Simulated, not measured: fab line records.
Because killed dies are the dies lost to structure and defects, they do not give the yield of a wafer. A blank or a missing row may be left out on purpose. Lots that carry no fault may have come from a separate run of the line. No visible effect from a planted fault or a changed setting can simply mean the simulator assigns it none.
Chamber matching | flow n5Finfet | rieDiel-03 running N5_BEOL_M7_STRIP_67: 4 sister chambers
The step strips in CF4. 4 wafers are shown with their chamber, then 11 later ones without.

== WAFERS, EACH WITH ITS CHAMBER ==
wafer  | chamber | drypumpMotorCurrentA (A)
L078.1 | 0       | 5.1
L090.1 | 3       | 5.8
L090.2 | 1       | 6.3
L089.1 | 2       | 5.6

== WAFERS MISSING THEIR CHAMBER ==
wafer  | drypumpMotorCurrentA (A)
L089.3 | 6.3
L089.4 | 5.1
L092.2 | 6.3
L092.4 | 5.1
L092.5 | 5.7
L094.3 | 5.8
L094.4 | 5.6
L094.6 | 6.3
L096.2 | 6.3
L096.3 | 5.8
L096.5 | 5.6

== EACH ONE'S CHAMBER ==
wafer  | from the rows above     | in truth
L089.3 | 1                       | 1
L089.4 | 0                       | 0
L092.2 | 1                       | 1
L092.4 | 0                       | 0
L092.5 | can't be placed: 3 or 2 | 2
L094.3 | 3                       | 3
L094.4 | 2                       | 2
L094.6 | 1                       | 1
L096.2 | 1                       | 1
L096.3 | 3                       | 3
L096.5 | 2                       | 2
10 of 11 placed correctly. Unplaceable from these rows: 1, with the true chamber sitting among the candidates in 1. Wrongly placed: 0.
How it was worked out, from the rows above alone: a wafer's distance from a chamber is the root of the sum, over the readings, of the square of ((its reading less the chamber's mean) divided by the reading's scatter). The wafer belongs to the nearest chamber; if the next one is less than 2 further off, it can't be placed. Each chamber's mean is taken over the wafers shown for it. The scatter: root of mean squared gap, hidden wafer to nearest shown wafer, with one shown wafer a chamber.
